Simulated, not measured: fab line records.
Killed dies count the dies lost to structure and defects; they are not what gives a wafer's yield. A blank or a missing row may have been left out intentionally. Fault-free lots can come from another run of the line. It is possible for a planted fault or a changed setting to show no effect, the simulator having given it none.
The same fault as seen by 2 desks || flow nandHarc || only its own numbers are on each desk; what lay behind them is given at the end

## AT THE METROLOGY DESK
Lot by lot, what the gauges showed, no matter which tool ran the lot: averages of those sampled wafers that carry a number. Any lot whose mean is over 4 standard deviations away from the usual mean is out of limits and marked OUT; that distance is given in the brackets.
Columns: A = cdNm at NHARC_A_CHANNEL_HOLE_D1_CD_MEAS_30, usual 90.4 nm; B = thkNm at NHARC_A_DECK1_JOINT_THK_MEAS_14, usual 50.8 nm
{"lot": "L938", "first seen here": "day 8 22:49", "A": 91.4, "B": 51.0}
{"lot": "L939", "first seen here": "day 9 20:38", "A": 91.4, "B": 51.8}
{"lot": "L940", "first seen here": "day 10 04:23", "A": 90.3, "B": 52.0}
{"lot": "L942", "first seen here": "day 11 00:52", "A": 91.8, "B": 49.8}
{"lot": "L944", "first seen here": "day 11 08:40", "A": 91.1, "B": 52.1}
{"lot": "L943", "first seen here": "day 11 09:06", "A": 90.2, "B": 51.4}
{"lot": "L946", "first seen here": "day 12 08:07", "A": 89.8, "B": 48.7}
{"lot": "L948", "first seen here": "day 13 08:37", "A": 90.4, "B": 51.3}
{"lot": "L953", "first seen here": "day 15 13:12", "A": 90.3, "B": 51.3}
{"lot": "L956", "first seen here": "day 17 10:00", "A": 89.5, "B": 49.1}
{"lot": "L958", "first seen here": "day 17 18:29", "A": 89.6, "B": 50.0}
{"lot": "L959", "first seen here": "day 18 00:34", "A": 89.0, "B": 51.4}
{"lot": "L960", "first seen here": "day 18 09:00", "A": 89.9, "B": 50.9}
This desk's finding: nothing out of limits on any of the 13 lots.

## AT THE TOOL OWNER'S DESK: cmp-01
The tool's own readings at NHARC_A_CHANNEL_FILL_D1_CMP_10 (polishes, target thk 150 nm): means of the sampled wafers that have a number, for each lot that ran on this tool. Any lot whose mean is over 4 standard deviations away from the usual mean is out of limits and marked OUT; that distance is given in the brackets.
Columns: A = motorCurrentA at NHARC_A_CHANNEL_FILL_D1_CMP_10, usual 12.0 A; B = timeToEndpointS at NHARC_A_CHANNEL_FILL_D1_CMP_10, usual 14.7 s
{"lot": "L938", "first seen here": "day 10 23:17", "A": 11.2, "B": 17.4}
{"lot": "L940", "first seen here": "day 12 03:58", "A": 11.8, "B": 11.0}
{"lot": "L944", "first seen here": "day 13 08:10", "A": 11.8, "B": 12.9}
{"lot": "L943", "first seen here": "day 13 08:19", "A": 11.1, "B": 12.6}
{"lot": "L956", "first seen here": "day 19 10:22", "A": 11.6, "B": 23.8}
This desk's finding: nothing out of limits on any of the 5 lots.

## ALL TOGETHER
From the metrology desk's view, nothing was out of limits.
The tool owner's desk saw nothing out of limits.

## WHAT THE SIMULATOR PUT IN
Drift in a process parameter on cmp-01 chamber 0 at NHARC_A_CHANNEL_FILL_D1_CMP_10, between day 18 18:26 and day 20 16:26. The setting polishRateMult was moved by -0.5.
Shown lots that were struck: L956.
